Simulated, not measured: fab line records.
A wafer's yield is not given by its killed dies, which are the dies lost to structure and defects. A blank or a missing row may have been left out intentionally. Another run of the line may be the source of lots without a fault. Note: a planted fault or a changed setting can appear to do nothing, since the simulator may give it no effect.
Which tool was responsible? / flow n5Finfet / 19 wafers from 7 lots sampled at 8 of the route's 1938 steps

## WHAT EACH GAUGE READ, for each wafer
N5_BEOL_M14_OVL_MEAS_29.
lot=L554; measured=day 12 14:25; on=overlay-02; M14_OVL (nm)=-3 -12 -11
lot=L553; measured=day 13 00:58; on=overlay-01; M14_OVL (nm)=0 3 -3
lot=L557; measured=day 14 09:11; on=overlay-02; M14_OVL (nm)=3
lot=L563; measured=day 14 22:30; on=overlay-02; M14_OVL (nm)=10 7 7
lot=L564; measured=day 15 11:57; on=overlay-02; M14_OVL (nm)=4 8 7
lot=L566; measured=day 15 18:26; on=overlay-02; M14_OVL (nm)=1 -1 8
lot=L568; measured=day 16 18:00; on=overlay-02; M14_OVL (nm)=19 5 9

N5_BEOL_M14_OCD_MEAS_35.
lot=L554; measured=day 12 15:05; on=ocd-01; trenchDepthNm (nm)=563 567 550
lot=L553; measured=day 13 02:11; on=ocd-01; trenchDepthNm (nm)=551 552 565
lot=L557; measured=day 14 10:04; on=ocd-02; trenchDepthNm (nm)=780
lot=L563; measured=day 14 23:10; on=ocd-01; trenchDepthNm (nm)=545 569 554
lot=L564; measured=day 15 12:37; on=ocd-01; trenchDepthNm (nm)=562 558 568
lot=L566; measured=day 15 19:19; on=ocd-02; trenchDepthNm (nm)=541 559 561
lot=L568; measured=day 16 18:40; on=ocd-01; trenchDepthNm (nm)=564 547 562

N5_BEOL_M14_THK_MEAS_50: measures by xrf.
lot=L554; measured=day 12 17:20; on=filmMetro-02; M14_THK (nm)=575 578 559
lot=L553; measured=day 13 04:34; on=filmMetro-02; M14_THK (nm)=564 561 572
lot=L557; measured=day 14 11:53; on=filmMetro-01; M14_THK (nm)=810
lot=L563; measured=day 15 01:15; on=filmMetro-02; M14_THK (nm)=558 582 568
lot=L564; measured=day 15 17:21; on=filmMetro-01; M14_THK (nm)=572 570 583
lot=L566; measured=day 15 20:49; on=filmMetro-01; M14_THK (nm)=552 572 568
lot=L568; measured=day 16 21:01; on=filmMetro-01; M14_THK (nm)=578 564 579

N5_BEOL_M14_RS_MEAS_54: uses a four-point probe to measure.
lot=L554; measured=day 12 17:29; on=filmMetro-01; M14_RS (ohm/sq)=0.0327 0.0325 0.0337
lot=L553; measured=day 13 04:42; on=filmMetro-02; M14_RS (ohm/sq)=0.0335 0.0334 0.0327
lot=L557; measured=day 14 12:01; on=filmMetro-02; M14_RS (ohm/sq)=0.0235
lot=L563; measured=day 15 01:23; on=filmMetro-02; M14_RS (ohm/sq)=0.0340 0.0324 0.0333
lot=L564; measured=day 15 17:28; on=filmMetro-01; M14_RS (ohm/sq)=0.0328 0.0330 0.0324
lot=L566; measured=day 15 20:57; on=filmMetro-01; M14_RS (ohm/sq)=0.0342 0.0329 0.0328
lot=L568; measured=day 16 21:08; on=filmMetro-01; M14_RS (ohm/sq)=0.0327 0.0337 0.0327

N5_BEOL_M15_RC_MEAS_101.
lot=L554; measured=day 12 23:16; on=prober-02; COMB_M10 (S/m)=1e-11 1.1e-11 1.3e-11; COMB_M11 (S/m)=1.7e-11 1.3e-11 1.3e-11; COMB_M12 (S/m)=4.6e-12 4.8e-12 4.9e-12; COMB_M13 (S/m)=3.4e-12 5e-12 3.8e-12; COMB_M15 (S/m)=1.9e-12 1.8e-12 1.7e-12; COMB_M5 (S/m)=4.3e-11 3.8e-11 4.2e-11; COMB_M6 (S/m)=3.7e-11 3.3e-11 2.7e-11; COMB_M7 (S/m)=2.8e-11 2.5e-11 3e-11; COMB_M8 (S/m)=3.9e-11 3e-11 2.5e-11; SERP_M10 (ohm/um)=3.08 2.99 3.01; SERP_M11 (ohm/um)=3.13 3.12 3.23; SERP_M12 (ohm/um)=0.637 0.649 0.624; SERP_M13 (ohm/um)=0.307 0.317 0.312; SERP_M14 (ohm/um)=0.1567 0.1571 0.1615; SERP_M14_max_site (ohm/um)=0.1593 0.1583 0.1635; SERP_M5 (ohm/um)=37.8 37.6 36.7; SERP_M6 (ohm/um)=13.3 13.7 13.6; SERP_M7 (ohm/um)=14.1 14.1 14.8; SERP_M8 (ohm/um)=13.3 14.1 13.5
lot=L553; measured=day 13 09:44; on=prober-01; COMB_M10 (S/m)=1.5e-11 1.6e-11 1.6e-11; COMB_M11 (S/m)=1.4e-11 1.2e-11 1.6e-11; COMB_M12 (S/m)=6.4e-12 7.7e-12 5.2e-12; COMB_M13 (S/m)=4.9e-12 5.4e-12 4e-12; COMB_M15 (S/m)=2.7e-12 3.6e-12 3.6e-12; COMB_M5 (S/m)=2.9e-11 3.3e-11 3.5e-11; COMB_M6 (S/m)=2.6e-11 1.6e-11 3.4e-11; COMB_M7 (S/m)=3.8e-11 1.9e-11 2.9e-11; COMB_M8 (S/m)=1.9e-11 2.4e-11 2.1e-11; SERP_M10 (ohm/um)=2.96 3.02 2.92; SERP_M11 (ohm/um)=3.10 3.12 3.08; SERP_M12 (ohm/um)=0.652 0.637 0.627; SERP_M13 (ohm/um)=0.299 0.311 0.308; SERP_M14 (ohm/um)=0.1629 0.1594 0.1559; SERP_M14_max_site (ohm/um)=0.1647 0.1609 0.1574; SERP_M5 (ohm/um)=44.9 40.3 41.6; SERP_M6 (ohm/um)=13.4 13.6 13.7; SERP_M7 (ohm/um)=14.2 14.0 14.4; SERP_M8 (ohm/um)=14.4 13.6 14.4
lot=L557; measured=day 14 21:13; on=prober-02; COMB_M10 (S/m)=1.3e-11; COMB_M11 (S/m)=1.1e-11; COMB_M12 (S/m)=4.3e-12; COMB_M13 (S/m)=3.4e-12; COMB_M15 (S/m)=2e-12; COMB_M5 (S/m)=3.6e-11; COMB_M6 (S/m)=2.4e-11; COMB_M7 (S/m)=2.3e-11; COMB_M8 (S/m)=3.5e-11; SERP_M10 (ohm/um)=3.13; SERP_M11 (ohm/um)=3.15; SERP_M12 (ohm/um)=0.641; SERP_M13 (ohm/um)=0.310; SERP_M14 (ohm/um)=0.1133; SERP_M14_max_site (ohm/um)=0.1143; SERP_M5 (ohm/um)=39.5; SERP_M6 (ohm/um)=14.6; SERP_M7 (ohm/um)=14.0; SERP_M8 (ohm/um)=13.9
lot=L563; measured=day 15 09:14; on=prober-02; COMB_M10 (S/m)=1.2e-11 1e-11 1.1e-11; COMB_M11 (S/m)=1.2e-11 1.4e-11 1.2e-11; COMB_M12 (S/m)=5.1e-12 5.6e-12 3.9e-12; COMB_M13 (S/m)=4.5e-12 4.6e-12 4e-12; COMB_M15 (S/m)=1e-12 1.2e-12 1.6e-12; COMB_M5 (S/m)=3.2e-11 2.6e-11 3.4e-11; COMB_M6 (S/m)=2.3e-11 1.9e-11 2.1e-11; COMB_M7 (S/m)=2.8e-11 2.2e-11 3.2e-11; COMB_M8 (S/m)=3.1e-11 3.4e-11 2.8e-11; SERP_M10 (ohm/um)=3.05 3.14 3.06; SERP_M11 (ohm/um)=3.12 3.06 3.14; SERP_M12 (ohm/um)=0.635 0.651 0.644; SERP_M13 (ohm/um)=0.303 0.313 0.315; SERP_M14 (ohm/um)=0.1652 0.1579 0.1598; SERP_M14_max_site (ohm/um)=0.1667 0.1588 0.1629; SERP_M5 (ohm/um)=37.8 38.3 38.7; SERP_M6 (ohm/um)=13.5 13.6 13.5; SERP_M7 (ohm/um)=13.8 13.7 13.5; SERP_M8 (ohm/um)=14.7 14.0 14.2
lot=L564; measured=day 16 00:20; on=prober-02; COMB_M10 (S/m)=1.7e-11 1e-11 1.2e-11; COMB_M11 (S/m)=1.5e-11 1e-11 1.3e-11; COMB_M12 (S/m)=5.2e-12 5.8e-12 5.6e-12; COMB_M13 (S/m)=3.3e-12 4.9e-12 6.2e-12; COMB_M15 (S/m)=2.2e-12 2.3e-12 3e-12; COMB_M5 (S/m)=4.2e-11 3.3e-11 2.8e-11; COMB_M6 (S/m)=2.7e-11 1.8e-11 3e-11; COMB_M7 (S/m)=3.3e-11 2.6e-11 2.7e-11; COMB_M8 (S/m)=2.1e-11 2e-11 2e-11; SERP_M10 (ohm/um)=3.05 3.02 3.03; SERP_M11 (ohm/um)=2.90 2.92 3.14; SERP_M12 (ohm/um)=0.636 0.655 0.654; SERP_M13 (ohm/um)=0.311 0.302 0.310; SERP_M14 (ohm/um)=0.1585 0.1587 0.1565; SERP_M14_max_site (ohm/um)=0.1609 0.1603 0.1574; SERP_M5 (ohm/um)=39.9 40.3 39.6; SERP_M6 (ohm/um)=14.0 13.9 13.4; SERP_M7 (ohm/um)=14.0 13.5 13.4; SERP_M8 (ohm/um)=14.3 14.3 13.5
lot=L566; measured=day 16 07:15; on=prober-01; COMB_M10 (S/m)=1.3e-11 1.1e-11 1.3e-11; COMB_M11 (S/m)=1.3e-11 1.5e-11 1.4e-11; COMB_M12 (S/m)=6.3e-12 8.4e-12 6.6e-12; COMB_M13 (S/m)=4.5e-12 4.2e-12 7.2e-12; COMB_M15 (S/m)=4.1e-12 3.9e-12 4e-12; COMB_M5 (S/m)=3.6e-11 4.5e-11 3.8e-11; COMB_M6 (S/m)=2.6e-11 1.9e-11 1.8e-11; COMB_M7 (S/m)=2.6e-11 2.5e-11 3.1e-11; COMB_M8 (S/m)=1.8e-11 2.3e-11 1.7e-11; SERP_M10 (ohm/um)=3.10 3.08 3.13; SERP_M11 (ohm/um)=2.98 3.20 3.02; SERP_M12 (ohm/um)=0.634 0.645 0.649; SERP_M13 (ohm/um)=0.299 0.310 0.314; SERP_M14 (ohm/um)=0.1643 0.1576 0.1579; SERP_M14_max_site (ohm/um)=0.1658 0.1596 0.1601; SERP_M5 (ohm/um)=37.3 40.7 40.0; SERP_M6 (ohm/um)=12.6 13.1 13.4; SERP_M7 (ohm/um)=13.1 13.3 13.9; SERP_M8 (ohm/um)=14.2 14.4 14.2
lot=L568; measured=day 17 03:29; on=prober-01; COMB_M10 (S/m)=1.9e-11 1.2e-11 1.9e-11; COMB_M11 (S/m)=2.2e-11 1.1e-11 1.9e-11; COMB_M12 (S/m)=5.7e-12 7.8e-12 7.5e-12; COMB_M13 (S/m)=6e-12 6.1e-12 5e-12; COMB_M15 (S/m)=3.3e-12 2.9e-12 2.3e-12; COMB_M5 (S/m)=2.7e-11 2.9e-11 3.2e-11; COMB_M6 (S/m)=3.5e-11 2.4e-11 2.4e-11; COMB_M7 (S/m)=2.9e-11 2.3e-11 2.6e-11; COMB_M8 (S/m)=3.5e-11 3.5e-11 1.9e-11; SERP_M10 (ohm/um)=3.10 3.20 3.15; SERP_M11 (ohm/um)=3.11 3.07 3.02; SERP_M12 (ohm/um)=0.640 0.643 0.629; SERP_M13 (ohm/um)=0.314 0.305 0.312; SERP_M14 (ohm/um)=0.1578 0.1644 0.1571; SERP_M14_max_site (ohm/um)=0.1590 0.1669 0.1594; SERP_M5 (ohm/um)=37.6 38.6 37.9; SERP_M6 (ohm/um)=13.5 13.8 13.4; SERP_M7 (ohm/um)=13.3 13.3 14.1; SERP_M8 (ohm/um)=13.2 14.0 13.9

## WHAT TOOL EACH LOT RAN ON (gives the tool, then ch and the chambers of the sampled wafers, and finally the start)
lot=L554; N5_BEOL_M14_ETCH_59=rieDiel-03 ch 1,2,3, day 12 13:40; N5_BEOL_M14_ETCH_67=rieDiel-01 ch 1,2,3, day 12 14:31; N5_BEOL_M14_TRENCH_ETCH_34=rieDiel-01 ch 1,2,3, day 12 14:56
lot=L553; N5_BEOL_M14_ETCH_59=rieDiel-03 ch 0,1,2, day 13 00:13; N5_BEOL_M14_ETCH_67=rieDiel-01 ch 0,2,3, day 13 01:37; N5_BEOL_M14_TRENCH_ETCH_34=rieDiel-01 ch 0,2,3, day 13 02:02
lot=L557; N5_BEOL_M14_ETCH_59=rieDiel-03 ch 0, day 14 08:20; N5_BEOL_M14_ETCH_67=rieDiel-01 ch 0, day 14 09:33; N5_BEOL_M14_TRENCH_ETCH_34=rieDiel-01 ch 0, day 14 09:57
lot=L563; N5_BEOL_M14_ETCH_59=rieDiel-06 ch 0,1,2, day 14 21:37; N5_BEOL_M14_ETCH_67=rieDiel-03 ch 0,1,3, day 14 22:36; N5_BEOL_M14_TRENCH_ETCH_34=rieDiel-03 ch 0,1,3, day 14 23:01
lot=L564; N5_BEOL_M14_ETCH_59=rieDiel-06 ch 0,1,3, day 15 11:10; N5_BEOL_M14_ETCH_67=rieDiel-03 ch 0,2,3, day 15 12:03; N5_BEOL_M14_TRENCH_ETCH_34=rieDiel-03 ch 0,2,3, day 15 12:28
lot=L566; N5_BEOL_M14_ETCH_59=rieDiel-06 ch 0,2,3, day 15 17:33; N5_BEOL_M14_ETCH_67=rieDiel-06 ch 1,2,3, day 15 18:44; N5_BEOL_M14_TRENCH_ETCH_34=rieDiel-06 ch 1,2,3, day 15 19:10
lot=L568; N5_BEOL_M14_ETCH_59=rieDiel-06 ch 1,3, day 16 17:14; N5_BEOL_M14_ETCH_67=rieDiel-06 ch 1,2,3, day 16 18:05; N5_BEOL_M14_TRENCH_ETCH_34=rieDiel-06 ch 1,2,3, day 16 18:31
- N5_BEOL_M14_ETCH_59: etches BARC in N2/H2, target depth 89 nm, overetch 26.7 nm, time 67.9 s.
- N5_BEOL_M14_ETCH_67: etches SiARC in CF4, target depth 143 nm, time 238.3 s.
- N5_BEOL_M14_TRENCH_ETCH_34: etches SiO2 in C4F8/O2/Ar, target depth 556.65 nm, time 126.9 s.

## AS READ BY THE TOOLS THEMSELVES (means over the sampled wafers that have a number; for cases with no such wafer, the mark the record gives instead)
N5_BEOL_M14_ETCH_59.
lot=L554; tool=rieDiel-03; drypumpMotorCurrentA (A)=5.5; oesProductAu (a.u.)=0.65; rfVppV (V)=524.6; showerheadPlenumPTorr (Torr)=2.57; throttleValvePct (%)=17.87
lot=L553; tool=rieDiel-03; drypumpMotorCurrentA (A)=5.8; oesProductAu (a.u.)=0.74; rfVppV (V)=526.7; showerheadPlenumPTorr (Torr)=2.64; throttleValvePct (%)=17.80
lot=L557; tool=rieDiel-03; drypumpMotorCurrentA (A)=6.0; oesProductAu (a.u.)=0.80; rfVppV (V)=525.7; showerheadPlenumPTorr (Torr)=2.60; throttleValvePct (%)=17.90
lot=L563; tool=rieDiel-06; drypumpMotorCurrentA (A)=6.2; oesProductAu (a.u.)=0.63; rfVppV (V)=523.3; showerheadPlenumPTorr (Torr)=2.49; throttleValvePct (%)=18.17
lot=L564; tool=rieDiel-06; drypumpMotorCurrentA (A)=5.7; oesProductAu (a.u.)=0.64; rfVppV (V)=522.8; showerheadPlenumPTorr (Torr)=2.50; throttleValvePct (%)=18.02
lot=L566; tool=rieDiel-06; drypumpMotorCurrentA (A)=6.0; oesProductAu (a.u.)=0.63; rfVppV (V)=524.1; showerheadPlenumPTorr (Torr)=2.52; throttleValvePct (%)=18.04
lot=L568; tool=rieDiel-06; drypumpMotorCurrentA (A)=5.6; oesProductAu (a.u.)=0.65; rfVppV (V)=520.6; showerheadPlenumPTorr (Torr)=2.47; throttleValvePct (%)=18.12

N5_BEOL_M14_ETCH_67.
lot=L554; tool=rieDiel-01; cf4FlowSccm (sccm)=100.1; drypumpMotorCurrentA (A)=5.8; etchRfOnTimeS (s)=237; oesProductAu (a.u.)=0.66; rfVppV (V)=184.0; showerheadPlenumPTorr (Torr)=2.15; throttleValvePct (%)=15.46
lot=L553; tool=rieDiel-01; cf4FlowSccm (sccm)=100.0; drypumpMotorCurrentA (A)=5.8; etchRfOnTimeS (s)=238; oesProductAu (a.u.)=0.68; rfVppV (V)=184.1; showerheadPlenumPTorr (Torr)=2.13; throttleValvePct (%)=15.67
lot=L557; tool=rieDiel-01; cf4FlowSccm (sccm)=99.9; drypumpMotorCurrentA (A)=5.4; etchRfOnTimeS (s)=237; oesProductAu (a.u.)=0.70; rfVppV (V)=183.7; showerheadPlenumPTorr (Torr)=2.09; throttleValvePct (%)=15.91
lot=L563; tool=rieDiel-03; cf4FlowSccm (sccm)=99.9; drypumpMotorCurrentA (A)=5.6; etchRfOnTimeS (s)=235; oesProductAu (a.u.)=0.77; rfVppV (V)=185.3; showerheadPlenumPTorr (Torr)=2.24; throttleValvePct (%)=15.46
lot=L564; tool=rieDiel-03; cf4FlowSccm (sccm)=100.2; drypumpMotorCurrentA (A)=5.5; etchRfOnTimeS (s)=238; oesProductAu (a.u.)=0.74; rfVppV (V)=184.9; showerheadPlenumPTorr (Torr)=2.23; throttleValvePct (%)=15.63
lot=L566; tool=rieDiel-06; cf4FlowSccm (sccm)=100.0; drypumpMotorCurrentA (A)=6.0; etchRfOnTimeS (s)=239; oesProductAu (a.u.)=0.64; rfVppV (V)=184.3; showerheadPlenumPTorr (Torr)=2.11; throttleValvePct (%)=15.90
lot=L568; tool=rieDiel-06; cf4FlowSccm (sccm)=100.1; drypumpMotorCurrentA (A)=6.0; etchRfOnTimeS (s)=238; oesProductAu (a.u.)=0.64; rfVppV (V)=183.5; showerheadPlenumPTorr (Torr)=2.10; throttleValvePct (%)=15.90

N5_BEOL_M14_TRENCH_ETCH_34.
lot=L554; tool=rieDiel-01; C4F8_flow_sccm (sccm)=15.97; drypumpMotorCurrentA (A)=5.8; oesProductAu (a.u.)=0.78; rfVppV (V)=2228; showerheadPlenumPTorr (Torr)=3.44; throttleValvePct (%)=30.7
lot=L553; tool=rieDiel-01; C4F8_flow_sccm (sccm)=16.00; drypumpMotorCurrentA (A)=5.8; oesProductAu (a.u.)=0.79; rfVppV (V)=2232; showerheadPlenumPTorr (Torr)=3.41; throttleValvePct (%)=31.0
lot=L557; tool=rieDiel-01; C4F8_flow_sccm (sccm)=16.06; drypumpMotorCurrentA (A)=5.5; oesProductAu (a.u.)=0.81; rfVppV (V)=2228; showerheadPlenumPTorr (Torr)=3.35; throttleValvePct (%)=31.4
lot=L563; tool=rieDiel-03; C4F8_flow_sccm (sccm)=15.98; drypumpMotorCurrentA (A)=5.6; oesProductAu (a.u.)=0.90; rfVppV (V)=2233; showerheadPlenumPTorr (Torr)=3.59; throttleValvePct (%)=30.9
lot=L564; tool=rieDiel-03; C4F8_flow_sccm (sccm)=16.03; drypumpMotorCurrentA (A)=5.6; oesProductAu (a.u.)=0.87; rfVppV (V)=2240; showerheadPlenumPTorr (Torr)=3.57; throttleValvePct (%)=31.0
lot=L566; tool=rieDiel-06; C4F8_flow_sccm (sccm)=16.02; drypumpMotorCurrentA (A)=6.0; oesProductAu (a.u.)=0.75; rfVppV (V)=2225; showerheadPlenumPTorr (Torr)=3.39; throttleValvePct (%)=31.2
lot=L568; tool=rieDiel-06; C4F8_flow_sccm (sccm)=16.04; drypumpMotorCurrentA (A)=6.1; oesProductAu (a.u.)=0.74; rfVppV (V)=2225; showerheadPlenumPTorr (Torr)=3.38; throttleValvePct (%)=31.2

## THE ANSWER, worked out from the rows above alone
Rule: the lots themselves supply what counts as usual. The widest of any qualifying gaps counts: lots, ordered by their means at a reading, are off when they make up no more than a third of the lots, leave a main group of 4 or more, and stand apart from it by 3 or more times the standard deviation of that group's means. A main group is skipped when, at the precision printed for the reading in the tables above, its means are all equal. Also off: a lot with no number at a reading for which 4 or more lots have one. All remaining lots with rows at the step are treated as sound. Order of review: gauges by route order, followed by the tools' own readings, for which a lot's mean as printed above is used. At the first step where some lot is off, the reading lying furthest off is the one used; lots without a number count as furthest.
Off: L557 (N5_BEOL_M14_OCD_MEAS_35, trenchDepthNm). Main group: mean 558 nm, sd 2.9.
A tool fits if, at a process step before that reading, it ran every lot that is off, and no sound lot after the first of them. The gauges at N5_BEOL_M14_OCD_MEAS_35 aren't tried: what is off there is off at N5_BEOL_M14_THK_MEAS_50 too, on other tools, and a gauge's error can't cause that. This does not decide it: 2 tools fit, namely rieDiel-03 at N5_BEOL_M14_ETCH_59 and rieDiel-01 at N5_BEOL_M14_ETCH_67 and N5_BEOL_M14_TRENCH_ETCH_34.

## WHAT HAD BEEN PUT IN BY THE SIMULATOR
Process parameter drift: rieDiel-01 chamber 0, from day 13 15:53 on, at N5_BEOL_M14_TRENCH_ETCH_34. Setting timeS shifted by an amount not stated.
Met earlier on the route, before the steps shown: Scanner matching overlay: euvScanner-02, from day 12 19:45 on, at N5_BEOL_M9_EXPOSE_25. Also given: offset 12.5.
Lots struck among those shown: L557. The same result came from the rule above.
